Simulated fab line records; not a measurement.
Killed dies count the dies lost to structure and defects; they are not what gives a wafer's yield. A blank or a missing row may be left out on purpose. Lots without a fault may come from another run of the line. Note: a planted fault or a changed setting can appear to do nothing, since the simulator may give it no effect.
fab line records	flow n5-finfet	part 2 of 2: steps 21 to 26 of 26
record lots=5	wafers=15	last-day=17
route steps=1938 shown GATE_CUT@472
lots that met no fault: from a run of the same line without faults
start-h: the number of hours between the record's first day and the start of the first shown wafer of the lot	wait-h: hours from the lot's prior step to this one	" same as the row above	L1.1+2: a row that stands for several wafers	- no value, or no start was given	* or withheld: withheld	< > ~ a bound
route shown NAME@n: NAME is a module with steps in the file, n the number in the route of the first one	usual: the fault-free wafers' mean and standard deviation	same: alike in all rows	chamber/n: place in a boat	sites: the reading at each site	_std_site: how widely they spread, as a standard deviation	_edge_site: the outer-site mean with the inner-site mean subtracted	radius-mm: how far each site lies from the wafer's centre	mask NAME#n: copy n	behind: tool/chamber where the wafer was last shaped	hold: the reason the lot was held/the length of the hold in hours/how it ended	device: which transistor (n, p or np) failed to switch	end of line: the route-end tests of the same wafers	step lacking rows: just its recipe	killed: dies that structure and defects cost at the first sort, which is not the same as the wafer's yield	map: per-die view of a wafer (x killed, . not killed, _ where there is no die)
set.NAME: setting as actually run; set.NAME@STEP: the setting as run at that earlier step	model.NAME: the simulator's own value behind a step, which no gauge read
lots at some steps of the route; a table a step, a row a wafer
services: a tool's chamber out of use, with start hour (start-h, from the record's first day; less than 0 if before it), hours out, and reason
## steps
# step N5_GATE_CUT_ETCH_37
# recipe chemistry=N2/H2	target=SOC	target-depth-a=600	overetch-a=120	mask-material=SiARC	temp-c=40	time-s=90	ion-energy-ev=200	pressure-mtorr=30	source-w=840	bias-w=150	n2-flow-sccm=200	h2-flow-sccm=200
# usual drypump-motor-current-A=5.6/0.34	h2-flow-sccm=200.0/0.61	oes-product-au=0.69/0.074	rf-vpp-V=524.0/2.7	showerhead-plenum-p-Torr=2.55/0.092	throttle-valve-pct=17.85/0.22
lot.wafer	tool	chamber	start-h	wait-h	drypump-motor-current-A	h2-flow-sccm	oes-product-au	rf-hours-counter-h	rf-vpp-V	showerhead-plenum-p-Torr	throttle-valve-pct
L077.2	rie-diel-04	1	101.56	0.0	6.5	200.2	0.67	155	523.9	2.52	17.47
L077.3	"	2	"	"	5.6	201.0	0.69	115	524.2	2.57	17.51
L077.5	"	3	"	"	5.4	198.7	0.81	-	521.6	2.51	17.76
L080.3	rie-diel-01	1	121.08	0.0	5.6	200.9	0.65	164	523.9	2.55	18.08
L080.4	"	3	"	"	5.5	200.8	0.64	188	526.8	2.63	17.80
L080.5	"	1	"	"	5.6	200.0	0.66	-	524.6	2.55	18.07
L089.3	rie-diel-05	0	177.04	0.0	6.1	200.3	0.62	206	521.2	2.41	17.97
L089.4	"	1	"	"	5.7	199.7	0.71	107	517.1	2.35	17.91
L089.5	"	1	"	"	5.7	199.1	0.71	-	518.9	2.35	17.90
L096.2	rie-diel-01	3	217.68	0.0	5.5	199.8	0.62	219	524.6	2.62	17.87
L096.3	"	2	"	"	5.5	200.7	0.62	232	526.0	2.63	18.12
L096.6	"	2	"	"	5.5	199.4	0.62	-	525.3	2.63	18.12
L097.1	rie-diel-01	3	222.65	0.0	5.5	199.8	0.62	220	525.6	2.62	17.87
L097.2	"	0	"	"	5.3	199.2	0.86	12	525.3	2.60	17.48
L097.6	"	2	"	"	5.5	198.3	0.63	-	526.3	2.63	18.12
# step N5_GATE_CUT_STRIP_38
# recipe chemistry=N2/H2	temp-c=40	n2-flow-sccm=200	h2-flow-sccm=200	rf-frequency-hz=6e+07
lot.wafer	tool	chamber	start-h	wait-h
L077.2+3+5	rie-diel-04	1,2,3	101.62	0.0
L080.3+4+5	rie-diel-01	1,3,1	121.15	0.0
L089.3+4+5	rie-diel-05	0,1,1	177.11	0.0
L096.2+3+6	rie-diel-01	3,2,2	217.74	0.0
L097.1+2+6	rie-diel-01	3,0,2	222.72	0.0
# step N5_GATE_CUT_STRIP_39
# recipe chemistry=N2/H2	temp-c=40	n2-flow-sccm=200	h2-flow-sccm=200	rf-frequency-hz=6e+07
lot.wafer	tool	chamber	start-h	wait-h
L077.2+3+5	rie-diel-04	1,2,3	101.63	0.0
L080.3+4+5	rie-diel-01	1,3,1	121.16	0.0
L089.3+4+5	rie-diel-05	0,1,1	177.12	0.0
L096.2+3+6	rie-diel-01	3,2,2	217.75	0.0
L097.1+2+6	rie-diel-01	3,0,2	222.73	0.0
# step N5_GATE_CUT_HM_OPEN_40
# recipe chemistry=C4F6/O2	target=SiO2	mask-material=SiARC	target-depth-a=1390	time-s=85.1	ion-energy-ev=250	pressure-mtorr=30	source-w=345	bias-w=185	Ar_flow_sccm=300	C4F6_flow_sccm=10	O2_flow_sccm=10	ends=cleared
# usual C4F6_flow_sccm=10.001/0.026	drypump-motor-current-A=5.6/0.33	etch-rf-on-time-s=93.5/2.2	oes-product-au=0.69/0.078	rf-vpp-V=668/15	showerhead-plenum-p-Torr=2.86/0.098	throttle-valve-pct=20.91/0.22
lot.wafer	tool	chamber	start-h	wait-h	C4F6_flow_sccm	drypump-motor-current-A	etch-rf-on-time-s	oes-product-au	rf-hours-counter-h	rf-vpp-V	showerhead-plenum-p-Torr	throttle-valve-pct
L077.2	rie-diel-04	1	101.64	0.0	9.999	6.6	93.1	0.66	155	658	2.83	20.70
L077.3	"	2	"	"	9.961	5.6	90.8	0.70	115	667	2.86	20.47
L077.5	"	3	"	"	10.019	5.4	89.7	0.82	-	651	2.79	20.68
L080.3	rie-diel-01	1	121.17	0.0	10.026	5.6	92.3	0.66	164	662	2.82	20.93
L080.4	"	3	"	"	10.004	5.5	94.0	0.66	188	694	2.95	20.97
L080.5	"	1	"	"	9.998	5.6	90.5	0.67	-	662	2.82	20.93
L089.3	rie-diel-05	0	177.13	0.0	10.003	6.1	89.1	0.62	206	690	2.70	21.08
L089.4	"	1	"	"	9.970	5.7	94.1	0.71	107	635	2.66	21.20
L089.5	"	1	"	"	10.047	5.7	94.8	0.71	-	635	2.66	21.17
L096.2	rie-diel-01	3	217.76	0.0	10.000	5.5	94.1	0.63	219	693	2.94	21.01
L096.3	"	2	"	"	9.972	5.5	95.2	0.62	232	665	2.94	21.11
L096.6	"	2	"	"	10.006	5.5	96.1	0.62	-	668	2.94	21.11
L097.1	rie-diel-01	3	222.74	0.0	10.014	5.5	93.3	0.63	220	695	2.93	21.01
L097.2	"	0	"	"	9.990	5.2	93.4	0.87	12	672	2.91	20.57
L097.6	"	2	"	"	10.012	5.5	94.6	0.62	-	666	2.94	21.09
# step N5_GATE_CUT_STRIP_41
# recipe chemistry=CF4	resist=SiARC	power-w=300	bias-power-w=75	pressure-mtorr=50	cf4-flow-sccm=150	rf-frequency-hz=6e+07
# usual drypump-motor-current-A=5.6/0.33	oes-product-au=0.177/0.019	rf-vpp-V=271.3/1.5	showerhead-plenum-p-Torr=1.80/0.061	throttle-valve-pct=13.60/0.22
lot.wafer	tool	chamber	start-h	wait-h	drypump-motor-current-A	oes-product-au	rf-hours-counter-h	rf-vpp-V	showerhead-plenum-p-Torr	throttle-valve-pct
L077.2	rie-diel-04	1	101.70	0.0	6.5	0.173	155	270.2	1.79	13.47
L077.3	"	2	"	"	5.6	0.181	115	270.2	1.81	13.28
L077.5	"	3	"	"	5.4	0.208	-	269.8	1.75	13.27
L080.3	rie-diel-01	1	121.23	0.0	5.6	0.174	164	271.6	1.79	13.75
L080.4	"	3	"	"	5.5	0.165	188	272.8	1.86	13.66
L080.5	"	1	"	"	5.6	0.170	-	271.3	1.79	13.74
L089.3	rie-diel-05	0	177.19	0.0	6.0	0.160	206	270.4	1.72	13.86
L089.4	"	1	"	"	5.7	0.182	108	268.3	1.67	13.71
L089.5	"	1	"	"	5.7	0.182	-	268.1	1.67	13.72
L096.2	rie-diel-01	3	217.83	0.0	5.4	0.164	219	274.5	1.85	13.73
L096.3	"	2	"	"	5.5	0.160	232	271.9	1.85	13.82
L096.6	"	2	"	"	5.5	0.162	-	271.5	1.85	13.81
L097.1	rie-diel-01	3	222.80	0.0	5.5	0.162	220	272.8	1.85	13.72
L097.2	"	0	"	"	5.2	0.224	12	272.0	1.84	13.21
L097.6	"	2	"	"	5.5	0.160	-	272.0	1.85	13.80
# step N5_GATE_CUT_STRIP_42
# recipe chemistry=O2	power-w=400	temp-c=40	pressure-mtorr=30	rf-frequency-hz=6e+07	bias-power-w=0	overash-fraction=0.3	o2-flow-sccm=225
# usual drypump-motor-current-A=5.6/0.34	oes-product-au=0.77/0.086	rf-vpp-V=3.6/0.54	showerhead-plenum-p-Torr=2.10/0.072	throttle-valve-pct=16.64/0.22
lot.wafer	tool	chamber	start-h	wait-h	drypump-motor-current-A	oes-product-au	rf-hours-counter-h	rf-vpp-V	showerhead-plenum-p-Torr	throttle-valve-pct
L077.2	rie-diel-04	1	101.72	0.0	6.6	0.73	155	4.0	2.11	16.58
L077.3	"	2	"	"	5.6	0.78	115	4.1	2.09	16.20
L077.5	"	3	"	"	5.4	0.91	-	3.0	2.05	16.36
L080.3	rie-diel-01	1	121.25	0.0	5.6	0.74	164	4.4	2.10	16.84
L080.4	"	3	"	"	5.5	0.72	188	3.0	2.17	16.69
L080.5	"	1	"	"	5.6	0.73	-	4.2	2.10	16.84
L089.3	rie-diel-05	0	177.21	0.0	6.1	0.71	206	2.9	1.99	16.87
L089.4	"	1	"	"	5.7	0.79	108	3.8	1.95	16.91
L089.5	"	1	"	"	5.7	0.80	-	3.7	1.95	16.91
L096.2	rie-diel-01	3	217.85	0.0	5.5	0.69	219	3.0	2.16	16.76
L096.3	"	2	"	"	5.5	0.69	232	3.7	2.16	16.81
L096.6	"	2	"	"	5.5	0.68	-	3.3	2.16	16.81
L097.1	rie-diel-01	3	222.82	0.0	5.5	0.69	220	3.6	2.16	16.74
L097.2	"	0	"	"	5.3	0.97	12	3.4	2.14	16.27
L097.6	"	2	"	"	5.5	0.69	-	4.2	2.15	16.80
## services
tool	chamber	start-h	hours	kind
ald-sin-04	-	76.58	6.0	pm
rie-diel-04	2	80.40	5.7	repair
euv-scanner-02	-	84.30	1.0	pm
ald-sin-04	-	85.88	14.0	pm
euv-scanner-02	-	86.40	4.6	pm
rie-diel-01	-	98.69	2.8	pm
cmp-04	-	99.01	1.8	repair
rie-diel-01	1	103.37	4.6	repair
euv-scanner-01	-	106.91	1.0	pm
rie-diel-04	0	115.51	14.2	repair
euv-scanner-02	-	140.45	1.0	pm
pecvd-04	-	143.82	1.3	repair
pecvd-04	-	147.50	1.4	repair
cmp-03	-	154.68	3.6	repair
rie-diel-04	1	160.42	8.4	repair
rie-diel-04	-	161.90	4.3	pm
rie-diel-04	2	186.18	3.8	repair
pecvd-03	-	191.07	6.0	pm
euv-scanner-02	-	196.60	1.0	pm
rie-diel-05	1	199.14	22.3	repair
euv-scanner-02	-	201.21	0.3	repair
euv-scanner-02	-	204.10	0.3	repair
euv-scanner-02	-	211.08	0.7	repair
rie-diel-04	-	219.11	0.4	repair
